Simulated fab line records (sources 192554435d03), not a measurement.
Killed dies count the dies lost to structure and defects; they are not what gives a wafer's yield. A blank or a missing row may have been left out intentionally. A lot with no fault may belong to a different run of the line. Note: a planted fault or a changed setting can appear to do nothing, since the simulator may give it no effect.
Split-lot experiment :: flow n5_finfet :: on a route of 1938 steps: 7 lots, 21 wafers read

## THE SPLIT
At N5_BEOL_M12_SPUTTER_43 (material TaN, target thk 15 nm, time 24.19 s), the setting power_w was moved away from the recipe's 15000 W on 6 of the 21 wafers read, by +4.9% to +12.7%. The other wafers ran this setting at the recipe's value.

The reading is taken at the split's own step.

## THE READING
TaN_of_BEOL_M12_SPUTTER_43.thk_nm (the simulator's own value, which no gauge read), in nm, at N5_BEOL_M12_SPUTTER_43 (material TaN, target thk 15 nm, time 24.19 s). No usual value for it is given in the file. Average 15.0 nm, standard deviation 0.18 nm, over the 15 wafers here run with the recipe.

wafer: L075.2
tool, chamber at the split: pvd_sputter-02, -
power_w as run, W: 15820
against the recipe: +5.5%
TaN_of_BEOL_M12_SPUTTER_43.thk_nm, nm: 16.4
against lot-mates on the recipe: +1.2

wafer: L075.4
tool, chamber at the split: pvd_sputter-02, -
power_w as run, W: 15820
against the recipe: +5.5%
TaN_of_BEOL_M12_SPUTTER_43.thk_nm, nm: 16
against lot-mates on the recipe: +0.8

wafer: L075.6
tool, chamber at the split: pvd_sputter-02, -
power_w as run, W: 15000
against the recipe: recipe
TaN_of_BEOL_M12_SPUTTER_43.thk_nm, nm: 15.2
against lot-mates on the recipe: -

wafer: L076.2
tool, chamber at the split: pvd_sputter-02, -
power_w as run, W: 15000
against the recipe: recipe
TaN_of_BEOL_M12_SPUTTER_43.thk_nm, nm: 15.2
against lot-mates on the recipe: -

wafer: L076.4
tool, chamber at the split: pvd_sputter-02, -
power_w as run, W: 15000
against the recipe: recipe
TaN_of_BEOL_M12_SPUTTER_43.thk_nm, nm: 14.6
against lot-mates on the recipe: -

wafer: L076.6
tool, chamber at the split: pvd_sputter-02, -
power_w as run, W: 16910
against the recipe: +12.7%
TaN_of_BEOL_M12_SPUTTER_43.thk_nm, nm: 16.8
against lot-mates on the recipe: +1.9

wafer: L079.1
tool, chamber at the split: pvd_sputter-02, -
power_w as run, W: 15000
against the recipe: recipe
TaN_of_BEOL_M12_SPUTTER_43.thk_nm, nm: 15
against lot-mates on the recipe: -

wafer: L079.4
tool, chamber at the split: pvd_sputter-02, -
power_w as run, W: 15000
against the recipe: recipe
TaN_of_BEOL_M12_SPUTTER_43.thk_nm, nm: 15
against lot-mates on the recipe: -

wafer: L079.6
tool, chamber at the split: pvd_sputter-02, -
power_w as run, W: 15000
against the recipe: recipe
TaN_of_BEOL_M12_SPUTTER_43.thk_nm, nm: 14.8
against lot-mates on the recipe: -

wafer: L083.2
tool, chamber at the split: pvd_sputter-02, -
power_w as run, W: 16410
against the recipe: +9.4%
TaN_of_BEOL_M12_SPUTTER_43.thk_nm, nm: 16.8
against lot-mates on the recipe: +1.8

wafer: L083.4
tool, chamber at the split: pvd_sputter-02, -
power_w as run, W: 16410
against the recipe: +9.4%
TaN_of_BEOL_M12_SPUTTER_43.thk_nm, nm: 16.4
against lot-mates on the recipe: +1.4

wafer: L083.5
tool, chamber at the split: pvd_sputter-02, -
power_w as run, W: 15000
against the recipe: recipe
TaN_of_BEOL_M12_SPUTTER_43.thk_nm, nm: 15
against lot-mates on the recipe: -

wafer: L087.1
tool, chamber at the split: pvd_sputter-01, -
power_w as run, W: 15000
against the recipe: recipe
TaN_of_BEOL_M12_SPUTTER_43.thk_nm, nm: 14.8
against lot-mates on the recipe: -

wafer: L087.5
tool, chamber at the split: pvd_sputter-01, -
power_w as run, W: 15740
against the recipe: +4.9%
TaN_of_BEOL_M12_SPUTTER_43.thk_nm, nm: 15.8
against lot-mates on the recipe: +0.9

wafer: L087.6
tool, chamber at the split: pvd_sputter-01, -
power_w as run, W: 15000
against the recipe: recipe
TaN_of_BEOL_M12_SPUTTER_43.thk_nm, nm: 15
against lot-mates on the recipe: -

wafer: L092.1
tool, chamber at the split: pvd_sputter-03, -
power_w as run, W: 15000
against the recipe: recipe
TaN_of_BEOL_M12_SPUTTER_43.thk_nm, nm: 14.8
against lot-mates on the recipe: -

wafer: L092.5
tool, chamber at the split: pvd_sputter-03, -
power_w as run, W: 15000
against the recipe: recipe
TaN_of_BEOL_M12_SPUTTER_43.thk_nm, nm: 15.2
against lot-mates on the recipe: -

wafer: L092.6
tool, chamber at the split: pvd_sputter-03, -
power_w as run, W: 15000
against the recipe: recipe
TaN_of_BEOL_M12_SPUTTER_43.thk_nm, nm: 15
against lot-mates on the recipe: -

wafer: L096.2
tool, chamber at the split: pvd_sputter-01, -
power_w as run, W: 15000
against the recipe: recipe
TaN_of_BEOL_M12_SPUTTER_43.thk_nm, nm: 15.2
against lot-mates on the recipe: -

wafer: L096.3
tool, chamber at the split: pvd_sputter-01, -
power_w as run, W: 15000
against the recipe: recipe
TaN_of_BEOL_M12_SPUTTER_43.thk_nm, nm: 14.8
against lot-mates on the recipe: -

wafer: L096.4
tool, chamber at the split: pvd_sputter-01, -
power_w as run, W: 15000
against the recipe: recipe
TaN_of_BEOL_M12_SPUTTER_43.thk_nm, nm: 15
against lot-mates on the recipe: -

THE FIT
A straight line over all 21 wafers: TaN_of_BEOL_M12_SPUTTER_43.thk_nm changes by +0.166 nm for each +1% of power_w; r = +0.95; the points scatter about the line by 0.22 nm.
The same after taking each lot's own level away (the mean of its wafers on the recipe; 21 wafers): +0.163 nm for each +1%; r = +0.97; scatter 0.18 nm.
That fit puts the effect of the largest move of power_w on the reading at 2.1 nm.
Across the lots, their own levels run from 14.90 to 15.20 nm, a range of 1.7 times the standard deviation given above.
The two slopes are in agreement: the lot-to-lot level therefore moves the slope only a little.
Check: for one of the wafers moved furthest among these (+12.7%), held out of the fit, the line's prediction against its lot-mates is +2.22 nm. It came out at +1.9 nm against them.

## FILE'S OWN FIT
TaN_of_BEOL_M12_SPUTTER_43.thk_nm changes by +0.161 nm for each +1% of power_w, r = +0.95.
